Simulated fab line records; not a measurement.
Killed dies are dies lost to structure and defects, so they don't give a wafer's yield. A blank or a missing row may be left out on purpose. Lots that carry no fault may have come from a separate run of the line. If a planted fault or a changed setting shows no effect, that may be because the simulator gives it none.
Comparing a struck lot with a sound one || flow n5Finfet || 38 steps out of a route of 1938
Sound: wafers L786.3, L786.5, L786.6. Struck: wafers L791.2, L791.5 (left out: L791.6, a lot-mate that was not struck); the cause follows at the end.
Order at every step that has rows: each side's tool, ch and its chambers, its first start. Under that, the readings that differ: sound wafers || struck wafers || difference of the means || sigmas: that difference in standard deviations of wafers without a fault.
alike: same words and numbers on both sides, and readings whose means sit less than 2 such deviations apart. not compared: any withheld reading, any reading some wafer has no value for, any bound like >300 that may hide the same value, and any number with overlapping values for which the record gives no deviation.
The two part at a step that has a row with sigmas, a row that says differs or no value, or rows on one side only. Non-overlapping numbers with no deviation appear without sigmas and do not part them. A reading that every wafer of one side lacks parts them only if that side has two wafers or more.

first, 8 steps without rows for these wafers: N5_BEOL_M3_ECD_50 (material Cu, target thk 300 nm); N5_BEOL_M3_ANNEAL_51 (time 90 s); N5_BEOL_M3_CMP_52 (polishes, stops on SiOC, t overpolish 6.8 s, target thk 40 nm); N5_BEOL_M3_PRE_CLEAN_60 (time 15 s); N5_BEOL_M3_CO_CAP_55 (material Co, precursor CCTBA/H2, target thk 2 nm, time 102.1 s); N5_BEOL_M3_PRE_CLEAN_56 (time 15 s); N5_BEOL_M3_DEP_57 (deposits SiCN from 3MS/NH3, target thk 8 nm, time 14 s); N5_BEOL_M4_ILD_DEP_00 (deposits SiOC from DEMS/O2, target thk 79 nm, time 15.3 s).
N5_BEOL_M4_PECVD_72: deposits SiO2 from TEOS/O2, target thk 16 nm, time 18 s.
  sound on pecvd-01 ch 0,1,2, day 10 10:04; struck on pecvd-01 ch 2, day 11 09:11
{"reading": "model.SiO2_of_BEOL_M4_PECVD_72.thkNm (nm)", "sound": "15.8 15.8 16", "struck": "18.8 19.2", "difference": "+3.1", "sigmas": ""}
  alike: heaterPowerW, showerheadPlenumPTorr, throttleValvePct
then, 25 steps without rows for these wafers: N5_BEOL_M4_HM_DEP_02 (deposits TiN, target thk 20 nm); N5_BEOL_M4_COAT_61 (time 60 s, resist thk 60 nm); N5_BEOL_M4_COAT_62 (time 60 s, resist thk 12 nm); N5_BEOL_M4_COAT_73 (time 60 s, resist thk 5 nm); N5_BEOL_M4_COAT_05 (resist thk 30 nm); N5_BEOL_M4_EBR_07; N5_BEOL_M4_SOFTBAKE_06 (time 60 s); N5_BEOL_M4_EXPOSE_08 (exposes mask M4); N5_BEOL_M4_PEB_09 (peb time 60 s); N5_BEOL_M4_DEVELOP_10 (develop time 30 s); N5_BEOL_M4_DESCUM_16 (chemistry O2, time 7 s); N5_BEOL_M4_ETCH_74 (etches underlayer in N2/H2, target depth 6.5 nm, time 5.2 s); N5_BEOL_M4_ETCH_63 (etches SiARC in CF4, target depth 15.6 nm, time 26 s); N5_BEOL_M4_ETCH_64 (etches SOC in N2/H2, target depth 75 nm, overetch 22.5 nm, time 121.9 s); N5_BEOL_M4_STRIP_65 (strips in N2/H2); N5_BEOL_M4_STRIP_75 (strips in N2/H2); N5_BEOL_M4_STRIP_66 (strips in CF4); N5_BEOL_M4_HM_OPEN_17 (chemistry Cl2/BCl3, target TiN, target depth 20 nm, overetch 6 nm); N5_BEOL_M4_STRIP_19 (strips in O2); N5_BEOL_M4_COAT_67 (time 60 s, resist thk 60 nm); N5_BEOL_M4_COAT_68 (time 60 s, resist thk 12 nm); N5_BEOL_M4_COAT_76 (time 60 s, resist thk 5 nm); N5_BEOL_M4_COAT_22 (resist thk 30 nm); N5_BEOL_M4_EBR_24; N5_BEOL_M4_SOFTBAKE_23 (time 60 s).
N5_BEOL_M4_HM_STRIP_39: strips TiN in peroxide tin strip, target depth 25 nm, time 158 s.
  sound on wetBench-03 ch 1,5,7, day 10 20:23; struck on wetBench-04 ch 1,4, day 11 14:44
{"reading": "model.SiO2_of_BEOL_M4_PECVD_72.thkNm (nm)", "sound": "15.6 15.6 15.8", "struck": "18.6 19", "difference": "+3.1", "sigmas": ""}
  alike: tempC
N5_BEOL_M4_CMP_52: polishes, stops on SiOC, t overpolish 6.8 s, target thk 40 nm.
  sound on cmp-04 ch 2,3, day 10 23:50; struck on cmp-04 ch 0,2, day 11 19:20
{"reading": "barrierFieldEndpointS (s)", "sound": "24.9 23.6 25.3", "struck": "27.8 27.7", "difference": "+3.1", "sigmas": "+5"}
  alike: clearingPlatenRpm, motorCurrentA
N5_BEOL_M4_RC_MEAS_101:
  sound on prober-01 ch 0, day 11 00:45; struck on prober-01 ch 0, day 11 20:02
  alike: DIBL_N, DIBL_P, IOFF_N, IOFF_P, ION_N, ION_P, SS_N, SS_P, VT_N, VT_P
N5_PASSIVATION_PROBE_49:
  sound wafers here have rows in the record (prober-01, day 15 11:10); struck ones have none

## WHERE THEY PART
At N5_BEOL_M4_CMP_52 first; at N5_PASSIVATION_PROBE_49 last (within this record only).

WHY: the cause the simulator had injected
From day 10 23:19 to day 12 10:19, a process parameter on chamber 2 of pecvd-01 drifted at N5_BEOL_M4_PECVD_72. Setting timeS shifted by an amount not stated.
